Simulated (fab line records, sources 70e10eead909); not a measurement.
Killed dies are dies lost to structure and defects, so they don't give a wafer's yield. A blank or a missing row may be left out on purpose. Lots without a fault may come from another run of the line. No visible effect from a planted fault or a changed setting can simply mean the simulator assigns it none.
Which tool was responsible? + flow nand_harc + 6 lots with 18 wafers sampled at 5 steps, on a route of 1159 steps

== WHAT EACH GAUGE READ, for each wafer ==
NHARC_END_SORT_01.
| lot  | measured     | on        | killed_at_array |
|------|--------------|-----------|-----------------|
| L449 | day 26 03:54 | prober-01 | 668 27 667      |

== TOOL THAT RAN EACH LOT (tool first, then ch and the chambers of the sampled wafers, then the start) ==
| lot  | NHARC_A_STAIRCASE_STRIP_316                   | NHARC_A_STAIRCASE_ETCHBACK_416                | NHARC_A_STAIRCASE_CMP_450     | NHARC_A_STAIRCASE_ETCHBACK_157     |
|------|-----------------------------------------------|-----------------------------------------------|-------------------------------|------------------------------------|
| L440 | rie_diel-09 ch 0,2, day 14 11:45 or earlier   | rie_diel-11 ch 1,2, day 14 11:45 or earlier   | cmp-04 ch 0,1, day 14 11:45   | rie_diel-11 ch 0,1, day 14 12:38   |
| L441 | rie_diel-09 ch 0,1,3, day 14 09:05 or earlier | rie_diel-13 ch 0,3, day 14 09:05 or earlier   | cmp-04 ch 2,3, day 14 09:05   | rie_diel-13 ch 1,2, day 14 10:07   |
| L444 | rie_diel-11 ch 0,1, day 16 02:53 or earlier   | rie_diel-11 ch 0,1,2, day 16 02:53 or earlier | cmp-02 ch 1,2, day 16 02:53   | rie_diel-09 ch 1,2,3, day 16 03:51 |
| L450 | rie_diel-11 ch 0,1,3, day 16 15:28 or earlier | rie_diel-09 ch 0,1,3, day 16 15:28 or earlier | cmp-03 ch 0,1,2, day 16 15:28 | rie_diel-09 ch 0,2,3, day 16 16:23 |
| L449 | rie_diel-13 ch 0,1,2, day 17 06:57 or earlier | rie_diel-11 ch 1,2,3, day 17 06:57 or earlier | cmp-02 ch 0,2,3, day 17 06:57 | rie_diel-09 ch 0,3, day 17 07:50   |
| L454 | rie_diel-09 ch 1,2,3, day 18 00:09 or earlier | rie_diel-09 ch 1,2,3, day 18 00:09 or earlier | cmp-04 ch 0,3, day 18 00:09   | rie_diel-11 ch 0,2,3, day 18 01:05 |
- NHARC_A_STAIRCASE_STRIP_316: strips in O2.
- NHARC_A_STAIRCASE_ETCHBACK_416: etches the open film in C4F8/O2/Ar, target depth 36 nm, time 7.2 s.
- NHARC_A_STAIRCASE_CMP_450: polishes SiO2, target thk 200 nm.
- NHARC_A_STAIRCASE_ETCHBACK_157: etches the open film in CH3F/O2, target depth 90 nm, time 167.14 s.

== THE ANSWER, worked out from the rows above alone ==
Rule: what is usual is taken from the lots themselves. The widest of any qualifying gaps counts: lots, ordered by their means at a reading, are off when they make up no more than a third of the lots, leave a main group of 4 or more, and stand apart from it by 3 or more times the standard deviation of that group's means. The tables above print the reading to a certain number of digits; a main group whose means all agree to those digits is not used. A lot without any number at a reading at which 4 lots or more have one is off too. Any other lot the step has rows for is counted as sound.
Nothing can be told from this: no lot is off at any reading shown.

== WHAT THE SIMULATOR PUT IN ==
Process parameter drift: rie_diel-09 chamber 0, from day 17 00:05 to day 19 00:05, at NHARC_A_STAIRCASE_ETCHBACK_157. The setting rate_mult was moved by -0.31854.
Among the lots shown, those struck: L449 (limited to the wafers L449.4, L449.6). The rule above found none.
